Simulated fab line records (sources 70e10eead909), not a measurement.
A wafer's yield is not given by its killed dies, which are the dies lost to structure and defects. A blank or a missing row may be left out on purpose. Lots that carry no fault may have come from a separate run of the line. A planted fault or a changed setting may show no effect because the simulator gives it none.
fab line records ; flow nand-harc
record lots=6; wafers=18; last-day=23
route steps=1159 shown A_STAIRCASE@605 END@1159
lots that met no fault: from a run of the same line without faults
start-h: hours from the record's first day to the start of the lot's first wafer shown ; wait-h: time in hours since the lot's previous step ; " as in the row above ; L1.1+2: a row that stands for several wafers ; - no value present, or no start provided ; * or withheld: withheld ; < > ~ a bound
route shown NAME@n: NAME is a module with steps in the file, n the number in the route of the first one ; usual: mean/standard deviation taken from wafers without a fault ; same: alike in all rows ; chamber/n: place in a boat ; sites: readings site by site ; _std_site: the values' standard deviation ; _edge_site: mean of outer sites minus mean of inner sites ; radius-mm: how far each site lies from the wafer's centre ; mask NAME#n: copy n ; behind: the last tool/chamber to shape the wafer ; hold: reason for holding the lot/hours on hold/outcome of the hold ; device: whichever transistor did not switch (one of n, p or np) ; end of line: the same wafers' tests at the end of the route ; a step without rows: its recipe alone ; killed: the dies lost at the first sort to structure and to defects; this is not the yield of the wafer ; map: shows each die of a wafer: x if killed, . if not, _ if none is there
set.NAME: the setting as run; set.NAME@STEP: as run at that earlier step ; model.NAME: the simulator's own value behind a step, which no gauge read
a table for each step, a row for each wafer; lots at some steps of the route
services: when a tool's chamber went out of use (start-h, in hours from the record's first day, below 0 if earlier), for how many hours, and the reason
## steps
# step NHARC_A_STAIRCASE_COAT_211
# recipe spin-rpm=1200
# step NHARC_A_STAIRCASE_SOFTBAKE_212
# recipe temp-c=135; time-s=170
# step NHARC_A_STAIRCASE_EBR_213
# step NHARC_A_STAIRCASE_EXPOSE_214
# recipe na=0.5; dose-mj=31.26; mask-id=STAIR_3
# step NHARC_A_STAIRCASE_PEB_215
# recipe peb-temp-c=115; peb-time-s=130
# step NHARC_A_STAIRCASE_DEVELOP_216
# recipe time-s=140
# step NHARC_A_STAIRCASE_HARDBAKE_218
# recipe temp-c=120; time-s=140
# step NHARC_A_STAIRCASE_DESCUM_219
# recipe time-s=3; o2-flow-sccm=200; ar-flow-sccm=0; bias-power-w=0; chemistry=O2
# usual drypump-motor-current-A=5.8/0.41; oes-product-au=1.002/0.012; rf-vpp-V=57.8/0.91; showerhead-plenum-p-Torr=1.90/0.08; throttle-valve-pct=11.309/0.01
lot.wafer;tool;chamber;start-h;wait-h;drypump-motor-current-A;oes-product-au;rf-hours-counter-h;rf-vpp-V;showerhead-plenum-p-Torr;throttle-valve-pct
L858.2;rie-diel-02;1;253.85;-;5.5;0.984;31;58.8;1.86;11.316
L858.3;rie-diel-02;2;253.85;-;6.1;1.009;34;56.7;1.91;11.301
L858.6;rie-diel-02;0;253.85;-;5.4;1.004;-;57.7;1.89;11.276
L860.4;rie-diel-02;0;263.72;-;5.4;1.015;37;58.4;1.89;11.298
L860.5;rie-diel-02;2;263.72;-;6.1;1.015;-;58.1;1.91;11.302
L860.6;rie-diel-02;3;263.72;-;5.3;1.024;-;59.1;1.99;11.291
L863.1;rie-diel-02;3;288.07;-;5.4;1.008;48;56.4;1.99;11.303
L863.2;rie-diel-02;1;288.07;-;5.5;0.983;43;57.8;1.86;11.297
L863.5;rie-diel-02;3;288.07;-;5.4;1.023;-;58.0;1.99;11.292
L864.4;rie-diel-04;2;288.65;-;6.3;1.003;62;56.7;1.76;11.315
L864.3;rie-diel-04;0;288.65;-;5.8;0.998;58;56.8;1.79;11.299
L864.1;rie-diel-04;1;288.65;-;6.6;1.022;60;56.4;1.92;11.306
L871.3;rie-diel-02;0;320.48;-;5.5;0.994;61;56.6;1.88;11.317
L871.1;rie-diel-02;1;320.48;-;5.5;0.983;59;56.5;1.85;11.302
L871.6;rie-diel-02;0;320.48;-;5.5;1.011;-;57.5;1.88;11.313
L879.3;rie-diel-13;0;367.94;-;5.3;0.992;30;56.4;1.80;11.304
L879.5;rie-diel-13;1;367.94;-;6.3;0.995;-;57.5;1.88;11.312
L879.6;rie-diel-13;2;367.94;-;5.8;0.990;-;58.3;1.86;11.293
# step NHARC_A_STAIRCASE_TRIM_220
# recipe time-s=211.2; o2-flow-sccm=500; ar-flow-sccm=0; bias-w=0; chemistry=O2
# usual drypump-motor-current-A=5.8/0.4; oes-product-au=1.001/0.012; rf-vpp-V=57.7/0.9; showerhead-plenum-p-Torr=3.50/0.13; throttle-valve-pct=17.038/0.0093
# same bias-w=0
lot.wafer;tool;chamber;start-h;wait-h;drypump-motor-current-A;oes-product-au;rf-hours-counter-h;rf-vpp-V;showerhead-plenum-p-Torr;throttle-valve-pct
L858.2;rie-diel-02;2;253.92;0.1;6.1;1.011;34;57.6;3.52;17.034
L858.3;rie-diel-02;3;253.92;0.1;5.4;1.016;37;58.7;3.67;17.029
L858.6;rie-diel-02;2;253.92;0.1;6.1;1.005;-;56.5;3.52;17.029
L860.4;rie-diel-02;1;263.83;0.1;5.5;0.996;34;58.9;3.44;17.038
L860.6;rie-diel-02;2;263.83;0.1;6.1;1.008;-;58.1;3.51;17.036
L860.5;rie-diel-02;3;263.83;0.1;5.4;1.016;-;57.8;3.67;17.045
L863.2;rie-diel-02;3;288.16;0.1;5.4;1.017;48;57.5;3.66;17.025
L863.1;rie-diel-02;0;288.16;0.1;5.5;0.998;47;57.7;3.48;17.025
L863.5;rie-diel-02;3;288.16;0.1;5.4;1.014;-;58.0;3.66;17.017
L864.1;rie-diel-04;0;288.75;0.1;5.8;1.007;58;58.7;3.32;17.048
L864.3;rie-diel-04;1;288.75;0.1;6.6;1.025;60;58.0;3.54;17.039
L864.4;rie-diel-04;2;288.75;0.1;6.3;1.014;62;55.9;3.27;17.028
L871.3;rie-diel-02;0;320.56;0.1;5.5;1.013;61;58.1;3.48;17.034
L871.1;rie-diel-02;3;320.56;0.1;5.4;1.018;62;58.1;3.65;17.034
L871.6;rie-diel-02;1;320.56;0.1;5.5;0.997;-;56.9;3.43;17.032
L879.3;rie-diel-13;2;368.04;0.1;5.8;0.995;32;59.1;3.44;17.043
L879.6;rie-diel-13;3;368.04;0.1;5.4;0.990;-;58.6;3.75;17.054
L879.5;rie-diel-13;0;368.04;0.1;5.3;0.990;-;57.7;3.34;17.022
# step NHARC_A_STAIRCASE_ETCH_221
# recipe target-depth-a=1000; time-s=40.5; ion-energy-ev=400; c4f8-flow-sccm=20; o2-flow-sccm=10; ar-flow-sccm=withheld; rf-w=600; bias-w=1000; chemistry=C4F8/O2
# usual bias-w=1000/3.1; oes-product-au=0.944/0.015; rf-vpp-V=895/5.1
lot.wafer;tool;chamber;start-h;wait-h;bias-w;oes-product-au;rf-hours-counter-h;rf-vpp-V
L858.2;rie-diel-02;0;-;-;1001;0.961;34;895
L858.3;rie-diel-02;1;-;-;992;0.945;31;893
L858.6;rie-diel-02;2;-;-;1004;0.958;-;896
L860.4;rie-diel-02;3;-;-;996;0.947;40;901
L860.6;rie-diel-02;1;-;-;1002;0.935;-;894
L860.5;rie-diel-02;2;-;-;1002;0.938;-;894
L863.2;rie-diel-02;2;-;-;997;0.968;45;896
L863.1;rie-diel-02;0;-;-;1004;0.951;47;895
L863.5;rie-diel-02;1;-;-;1000;0.956;-;891
L864.4;rie-diel-04;0;-;-;1005;0.946;58;888
L864.3;rie-diel-04;1;-;-;996;0.985;60;897
L864.1;rie-diel-04;3;-;-;1001;0.937;60;890
L871.3;rie-diel-02;2;-;-;1003;0.960;60;895
L871.1;rie-diel-02;3;-;-;1005;0.960;62;902
L871.6;rie-diel-02;1;-;-;999;0.942;-;891
L879.3;rie-diel-13;2;-;-;1000;0.944;32;894
L879.5;rie-diel-13;0;-;-;995;0.944;-;887
L879.6;rie-diel-13;1;-;-;1003;0.952;-;893
# step NHARC_A_STAIRCASE_TRIM_222
# recipe time-s=211.2; o2-flow-sccm=500; ar-flow-sccm=0; bias-w=0; chemistry=O2
# usual drypump-motor-current-A=5.8/0.4; oes-product-au=1.001/0.011; rf-vpp-V=57.6/0.88; showerhead-plenum-p-Torr=3.49/0.13; throttle-valve-pct=17.036/0.01
# same bias-w=0
lot.wafer;tool;chamber;start-h;wait-h;drypump-motor-current-A;oes-product-au;rf-hours-counter-h;rf-vpp-V;showerhead-plenum-p-Torr;throttle-valve-pct
L858.3;rie-diel-02;1;-;-;5.5;0.990;31;57.9;3.44;17.048
L858.2;rie-diel-02;0;-;-;5.4;0.993;34;58.3;3.49;17.032
L858.6;rie-diel-02;2;-;-;6.1;1.001;-;57.2;3.52;17.034
L860.4;rie-diel-02;0;-;-;5.4;1.007;37;56.6;3.49;17.048
L860.5;rie-diel-02;1;-;-;5.5;0.987;-;56.1;3.44;17.043
L860.6;rie-diel-02;2;-;-;6.1;0.999;-;56.4;3.51;17.050
L863.2;rie-diel-02;0;-;-;5.4;0.995;47;58.3;3.48;17.032
L863.1;rie-diel-02;1;-;-;5.5;0.984;43;57.5;3.43;17.044
L863.5;rie-diel-02;3;-;-;5.4;1.014;-;58.3;3.66;17.044
L864.1;rie-diel-04;2;-;-;6.3;1.009;62;58.8;3.27;17.056
L864.3;rie-diel-04;3;-;-;6.2;0.999;60;56.7;3.37;17.061
L864.4;rie-diel-04;1;-;-;6.5;1.011;60;58.0;3.54;17.018
L871.3;rie-diel-02;0;-;-;5.4;1.001;61;57.9;3.48;17.030
L871.1;rie-diel-02;2;-;-;6.1;1.012;60;59.0;3.50;17.048
L871.6;rie-diel-02;0;-;-;5.4;0.997;-;56.0;3.48;17.041
L879.3;rie-diel-13;0;-;-;5.3;0.995;31;58.1;3.34;17.053
L879.5;rie-diel-13;3;-;-;5.4;0.986;-;57.9;3.75;17.018
L879.6;rie-diel-13;0;-;-;5.3;0.994;-;57.5;3.33;17.023
# step NHARC_A_STAIRCASE_ETCH_223
# recipe target-depth-a=1000; time-s=40.5; ion-energy-ev=400; c4f8-flow-sccm=20; o2-flow-sccm=10; ar-flow-sccm=withheld; rf-w=600; bias-w=1000; chemistry=C4F8/O2
# usual bias-w=1000/3.4; oes-product-au=0.943/0.013; rf-vpp-V=894/5
lot.wafer;tool;chamber;start-h;wait-h;bias-w;oes-product-au;rf-hours-counter-h;rf-vpp-V
L858.3;rie-diel-02;2;254.31;-;1004;0.955;35;896
L858.2;rie-diel-02;0;254.31;-;997;0.962;34;895
L858.6;rie-diel-02;2;254.31;-;1004;0.954;-;896
L860.4;rie-diel-02;3;264.18;-;1007;0.964;40;901
L860.6;rie-diel-02;1;264.18;-;1007;0.929;-;893
L860.5;rie-diel-02;2;264.18;-;1000;0.950;-;894
L863.1;rie-diel-02;2;288.54;-;997;0.954;45;897
L863.2;rie-diel-02;0;288.54;-;1007;0.800;47;893
L863.5;rie-diel-02;2;288.54;-;1001;0.950;-;896
L864.1;rie-diel-04;0;289.15;-;1004;0.943;58;890
L864.4;rie-diel-04;2;289.15;-;1002;0.934;62;887
L864.3;rie-diel-04;3;289.15;-;1001;0.930;60;891
L871.1;rie-diel-02;2;320.95;-;1002;0.945;60;894
L871.3;rie-diel-02;0;320.95;-;997;0.797;61;895
L871.6;rie-diel-02;3;320.95;-;996;0.943;-;901
L879.3;rie-diel-13;2;368.40;-;998;0.923;32;893
L879.5;rie-diel-13;3;368.40;-;1000;0.925;-;904
L879.6;rie-diel-13;0;368.40;-;995;0.928;-;889
# step NHARC_A_STAIRCASE_TRIM_224
# recipe time-s=211.2; o2-flow-sccm=500; ar-flow-sccm=0; bias-w=0; chemistry=O2
# usual drypump-motor-current-A=5.8/0.41; oes-product-au=1.002/0.013; rf-vpp-V=57.8/0.82; showerhead-plenum-p-Torr=3.50/0.14; throttle-valve-pct=17.037/0.008
# same bias-w=0
lot.wafer;tool;chamber;start-h;wait-h;drypump-motor-current-A;oes-product-au;rf-hours-counter-h;rf-vpp-V;showerhead-plenum-p-Torr;throttle-valve-pct
L858.2;rie-diel-02;0;-;-;5.4;1.005;34;56.9;3.49;17.046
L858.3;rie-diel-02;1;-;-;5.5;0.992;31;57.0;3.44;17.039
L858.6;rie-diel-02;3;-;-;5.3;1.021;-;60.6;3.67;17.061
L860.4;rie-diel-02;0;-;-;5.5;1.012;37;56.8;3.49;17.040
L860.6;rie-diel-02;3;-;-;5.4;1.024;-;58.9;3.67;17.041
L860.5;rie-diel-02;0;-;-;5.4;1.011;-;57.0;3.49;17.042
L863.2;rie-diel-02;1;-;-;5.5;0.994;43;58.7;3.43;17.028
L863.1;rie-diel-02;2;-;-;6.1;1.009;45;58.2;3.51;17.049
L863.5;rie-diel-02;3;-;-;5.4;1.019;-;58.4;3.66;17.038
L864.4;rie-diel-04;1;-;-;6.6;1.029;60;58.9;3.54;17.050
L864.1;rie-diel-04;2;-;-;6.3;1.004;62;56.2;3.27;17.036
L864.3;rie-diel-04;3;-;-;6.1;1.002;60;58.0;3.37;17.036
L871.1;rie-diel-02;1;-;-;5.5;0.989;60;57.8;3.42;17.034
L871.3;rie-diel-02;0;-;-;5.5;1.010;61;56.5;3.48;17.033
L871.6;rie-diel-02;2;-;-;6.1;0.994;-;57.6;3.50;17.042
L879.3;rie-diel-13;2;-;-;5.8;0.988;32;56.2;3.44;17.039
L879.5;rie-diel-13;3;-;-;5.4;0.981;-;59.7;3.75;17.046
L879.6;rie-diel-13;0;-;-;5.3;1.002;-;58.5;3.34;17.033
# step NHARC_END_SORT_01
# recipe temp-c=25
# usual killed-at-array=25/9.2; killed-at-other=0.8/1.2; killed-at-periphery=3.9/2.6; killed-dies=30/9.7; killed-open=3.4/1.9; killed-short=2.0/1.4
# same gross-dies=677
lot.wafer;tool;chamber;start-h;wait-h;killed-at-array;killed-at-other;killed-at-periphery;killed-dies;killed-open;killed-short
L863.2;prober-01;0;491.86;2.8;404;1;5;410;2;1
L871.3;prober-01;0;509.03;3.1;394;0;2;396;4;1
# killed by level:class
L863.2 A_STAIRCASE:area-etch=385 A_CHANNEL_HOLE_D1:chamber-film-flake=7 A_STAIRCASE:chamber-film-flake=5 P_ZERO_WELL:chamber-film-flake=4 A_WL_FILL:chamber-film-flake=2 A_CONTACT:chamber-film-flake=2 A_BLC:geometric-particle:open=1 A_M0:geometric-particle:open=1
L871.3 A_STAIRCASE:area-etch=360 A_SLIT:chamber-film-flake=17 A_STAIRCASE:chamber-film-flake=6 A_CHANNEL_HOLE_D1:chamber-film-flake=4 P_M0:geometric-particle:open=2 A_WL_FILL:chamber-film-flake=2 A_CONTACT:chamber-film-flake=2 A_CHANNEL_HOLE_D1:geometric-particle:short=1
# map L863.2 (x killed, . not)
____________x____________
_________xxxxxxx_________
_______xxxx.xxxxxx_______
______xxxxxxxxx.xxx______
_____xx..xxxxxxxxxxx_____
____xxxxx..xx..xxxxxx____
____x.xx.x.x.x.x.xxxx____
___xxx..xx.x.xx.x.x.xx___
___xx...xxx.xxx.xx..xx___
__xxxxxxxxx...xxx..x.xx__
__x.xx..xx...x...xxxxxx__
_xxx.xx.....x.x..x.xxxxx_
_xxxx.x...x.xx.xx.x.xxxx_
_xx.xxx......xx.x..xxx.x_
_xxxx.x..x.x...xxxx.xxxx_
_x..xx.x..x....x...x.xxx_
xxxx.x......x........xxxx
xx...x......x.x.x.x..xxxx
xxx.xx.xx..x...x...x.xxxx
xx..xxx....x...xx.x.x.xxx
xx.x.xx....x...xxx.xxxxxx
_x...x.xx......x...x..xx_
_xx..x.xxxx...xx..x.x.xx_
_x.xx.x...x........xxxxx_
_x.xxx......x..xx...xxxx_
_x...x.....x....x..xxxxx_
__x...x.x...x.x...x...x__
__x.xx.x.xxxxxxxx.xxxxx__
___xx.xxx.....x.xxxxxx___
___xxx.xxx.xx..x...x.x___
____xxx...xx.xxxxx.xx____
____xxx.x.x...xxxx.xx____
_____xxxxxxxxxx.xxxx_____
______.xx.xxxxx.xxx______
_______xxxxxxxxxxx_______
_________xxxxxxx_________
____________x____________
# map L871.3 (x killed, . not)
____________x____________
_________xxxxxxx_________
_______xxxxxxxxxxx_______
______xxxx.xxxxx.xx______
_____xx..xxxxxxxxxxx_____
____xxxxxxxxxx.xxxxxx____
____xxxx.xxxx.xxxxxxx____
___xx.xxxxx.xxxxxx.xxx___
___..xx.xx...x..xxxxxx___
__xxxxxx....xxxx.xxxxxx__
__xxxx.xx..x....xx.xxxx__
_xx..........x.x.xxxx.xx_
_xx.xx....x.x......xxxxx_
_xxxxxx..x....x....xxxxx_
_xx.....x........x.x.xxx_
_xx..xx.......x.xxx..x.x_
.xxx..........xxx...xxxxx
xxxxx.xx.........x..x.xxx
xxx.............x..xxxxxx
xxx....x.....x........xxx
xxx.....x.........xx.xxxx
_xx.xx.....x......xxxxx._
_xx....x.x.x..x..xxxxxxx_
_x.x.............xxxxxxx_
_x..x.......xx..x.xx.xxx_
_xxxx....xx...x..xx..xxx_
__xx..xxx...x.xx.xx.xxx__
__xxxxx.x..x.xx.x.xxxxx__
___.x..x...x.....xxxxx___
___xx.x...x......xxxxx___
____xx.....x...x.xxxx____
____xxxx.xxxx.xx.xxxx____
_____xxxxxxxxx.xxxxx_____
______xxxxxxx.xxx.x______
_______.xxx.xxxxxx_______
_________xxxxxxx_________
____________x____________
## services
tool;chamber;start-h;hours;kind
rie-diel-02;0;233.45;-;clean
rie-diel-02;1;233.45;-;clean
rie-diel-02;2;233.45;-;clean
rie-diel-02;3;233.45;-;clean
rie-diel-02;0;257.95;-;clean
rie-diel-02;1;257.95;-;clean
rie-diel-02;2;257.95;-;clean
rie-diel-02;3;257.95;-;clean
rie-diel-13;-;276.00;9.0;pm
rie-diel-02;0;282.46;-;clean
rie-diel-02;1;282.46;-;clean
rie-diel-02;2;282.46;-;clean
rie-diel-02;3;282.46;-;clean
rie-diel-04;-;290.00;9.0;pm
rie-diel-02;0;307.04;-;clean
rie-diel-02;1;307.04;-;clean
rie-diel-02;2;307.04;-;clean
rie-diel-02;3;307.04;-;clean
rie-diel-02;-;327.98;9.0;pm
rie-diel-02;0;327.98;9.0;vent-cycle
rie-diel-02;1;327.98;9.0;vent-cycle
rie-diel-02;2;327.98;9.0;vent-cycle
rie-diel-04;2;328.79;7.2;repair
rie-diel-04;3;365.31;26.3;repair
## key
first-sign step=NHARC_A_STAIRCASE_ETCH_223; reading=oes-product-au; direction=down; sigmas=11; usual=0.943; struck=0.799
effect step=NHARC_END_SORT_01; reading=killed-at-array; direction=up; sigmas=41; usual=25; struck=399
more-kills-born-at NHARC_A_STAIRCASE_ETCH_223@rie-diel-02=745
met-at NHARC_A_STAIRCASE_ETCH_223
struck-wafers L863.2,L871.3
later-rows-left-out L863.2,L871.3
tester-left-out L863,L871
onset-between 254.31 288.54
fault kind=process-parameter-drift; tool=rie-diel-02; chamber=0; onset-h=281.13; steps=NHARC_A_STAIRCASE_ETCH_223; channel=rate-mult; offset=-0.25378; shape=step; end-h=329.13
# tester-left-out: of these lots the tester's yield and bins aren't shown, on N5 and GAA mostly nor the transistor test; their killed dies are dies lost to structure and defects alone, not to doping, threshold or leakage, so they don't give the yield
# later-rows-left-out: the simulator's readings of these wafers behind a module that went badly wrong aren't trusted and aren't shown, but for the sort
